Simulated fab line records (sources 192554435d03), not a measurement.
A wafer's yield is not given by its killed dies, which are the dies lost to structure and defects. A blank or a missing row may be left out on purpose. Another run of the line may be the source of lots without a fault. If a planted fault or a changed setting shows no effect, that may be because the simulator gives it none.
Split-lot experiment || flow n5-finfet || 7 lots, 21 wafers read, on a route of 1938 steps

ABOUT THE SPLIT
At N5_FIN_SAQP_PEB_14 (peb time 60 s), the setting peb-time-s was moved away from the recipe's 60 s on 7 of the 21 wafers read, by -14.7% to +13.5%. The other wafers ran this setting at the recipe's value.

BETWEEN THE SPLIT AND THE READING: the file shows 1 step in between
- N5_FIN_SAQP_DEVELOP_15: develop time 30 s

THE READING
Shown in nm: cd-nm at N5_FIN_SAQP_CD_MEAS_16, with target cd 35.6 nm. Typical for fault-free wafers on this fab line: 35.57 nm, with standard deviation 0.28 nm.

{"wafer": "L074.1", "tool, chamber at the split": "litho-track-04, 0", "peb-time-s as run, s": 60, "against the recipe": "recipe", "cd-nm, nm": 35.63, "against lot-mates on the recipe": "-"}
{"wafer": "L074.2", "tool, chamber at the split": "litho-track-04, 0", "peb-time-s as run, s": 60, "against the recipe": "recipe", "cd-nm, nm": 35.52, "against lot-mates on the recipe": "-"}
{"wafer": "L074.5", "tool, chamber at the split": "litho-track-04, 0", "peb-time-s as run, s": 60, "against the recipe": "recipe", "cd-nm, nm": 35.35, "against lot-mates on the recipe": "-"}
{"wafer": "L075.1", "tool, chamber at the split": "litho-track-02, 0", "peb-time-s as run, s": 60, "against the recipe": "recipe", "cd-nm, nm": 35.95, "against lot-mates on the recipe": "-"}
{"wafer": "L075.2", "tool, chamber at the split": "litho-track-02, 0", "peb-time-s as run, s": 60, "against the recipe": "recipe", "cd-nm, nm": 35.71, "against lot-mates on the recipe": "-"}
{"wafer": "L075.3", "tool, chamber at the split": "litho-track-02, 0", "peb-time-s as run, s": 60, "against the recipe": "recipe", "cd-nm, nm": 35.50, "against lot-mates on the recipe": "-"}
{"wafer": "L077.1", "tool, chamber at the split": "litho-track-04, 0", "peb-time-s as run, s": 67.59, "against the recipe": "+12.7%", "cd-nm, nm": 34.17, "against lot-mates on the recipe": -1.82}
{"wafer": "L077.3", "tool, chamber at the split": "litho-track-04, 0", "peb-time-s as run, s": 67.59, "against the recipe": "+12.7%", "cd-nm, nm": 33.90, "against lot-mates on the recipe": -2.09}
{"wafer": "L077.5", "tool, chamber at the split": "litho-track-04, 0", "peb-time-s as run, s": 60, "against the recipe": "recipe", "cd-nm, nm": 35.99, "against lot-mates on the recipe": "-"}
{"wafer": "L080.1", "tool, chamber at the split": "litho-track-04, 0", "peb-time-s as run, s": 60, "against the recipe": "recipe", "cd-nm, nm": 35.47, "against lot-mates on the recipe": "-"}
{"wafer": "L080.2", "tool, chamber at the split": "litho-track-04, 0", "peb-time-s as run, s": 51.2, "against the recipe": "-14.7%", "cd-nm, nm": 37.87, "against lot-mates on the recipe": "+2.40"}
{"wafer": "L080.6", "tool, chamber at the split": "litho-track-04, 0", "peb-time-s as run, s": 51.2, "against the recipe": "-14.7%", "cd-nm, nm": 38.12, "against lot-mates on the recipe": "+2.65"}
{"wafer": "L088.1", "tool, chamber at the split": "litho-track-02, 0", "peb-time-s as run, s": 60, "against the recipe": "recipe", "cd-nm, nm": 35.16, "against lot-mates on the recipe": "-"}
{"wafer": "L088.2", "tool, chamber at the split": "litho-track-02, 0", "peb-time-s as run, s": 68.12, "against the recipe": "+13.5%", "cd-nm, nm": 34.18, "against lot-mates on the recipe": -1.05}
{"wafer": "L088.4", "tool, chamber at the split": "litho-track-02, 0", "peb-time-s as run, s": 60, "against the recipe": "recipe", "cd-nm, nm": 35.30, "against lot-mates on the recipe": "-"}
{"wafer": "L092.1", "tool, chamber at the split": "litho-track-03, 0", "peb-time-s as run, s": 60, "against the recipe": "recipe", "cd-nm, nm": 35.43, "against lot-mates on the recipe": "-"}
{"wafer": "L092.2", "tool, chamber at the split": "litho-track-03, 0", "peb-time-s as run, s": 66.03, "against the recipe": "+10.1%", "cd-nm, nm": 34.33, "against lot-mates on the recipe": -1.10}
{"wafer": "L092.3", "tool, chamber at the split": "litho-track-03, 0", "peb-time-s as run, s": 66.03, "against the recipe": "+10.1%", "cd-nm, nm": 35.09, "against lot-mates on the recipe": -0.34}
{"wafer": "L093.1", "tool, chamber at the split": "litho-track-03, 0", "peb-time-s as run, s": 60, "against the recipe": "recipe", "cd-nm, nm": 35.37, "against lot-mates on the recipe": "-"}
{"wafer": "L093.2", "tool, chamber at the split": "litho-track-03, 0", "peb-time-s as run, s": 60, "against the recipe": "recipe", "cd-nm, nm": 35.41, "against lot-mates on the recipe": "-"}
{"wafer": "L093.5", "tool, chamber at the split": "litho-track-03, 0", "peb-time-s as run, s": 60, "against the recipe": "recipe", "cd-nm, nm": 35.02, "against lot-mates on the recipe": "-"}

THE FIT
A straight line over all 21 wafers: cd-nm changes by -0.13 nm for each +1% of peb-time-s; r = -0.94; the points scatter about the line by 0.36 nm.
The same after taking each lot's own level away (the mean of its wafers on the recipe; 21 wafers): -0.137 nm for each +1%; r = -0.95; scatter 0.35 nm.
On that fit, the largest move of peb-time-s shifts the reading by 2 nm.
The lots' own levels span 35.230 to 35.990 nm, that is 2.7 times the standard deviation above.
Hence the lot-to-lot level has little effect on the slope; both slopes agree.
Check: for one of the wafers moved furthest among these (-14.7%), held out of the fit, the line's prediction against its lot-mates is +2.04 nm. Against them it came out at +2.4 nm.

FILE'S OWN FIT
cd-nm changes by -0.126 nm for each +1% of peb-time-s, r = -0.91.
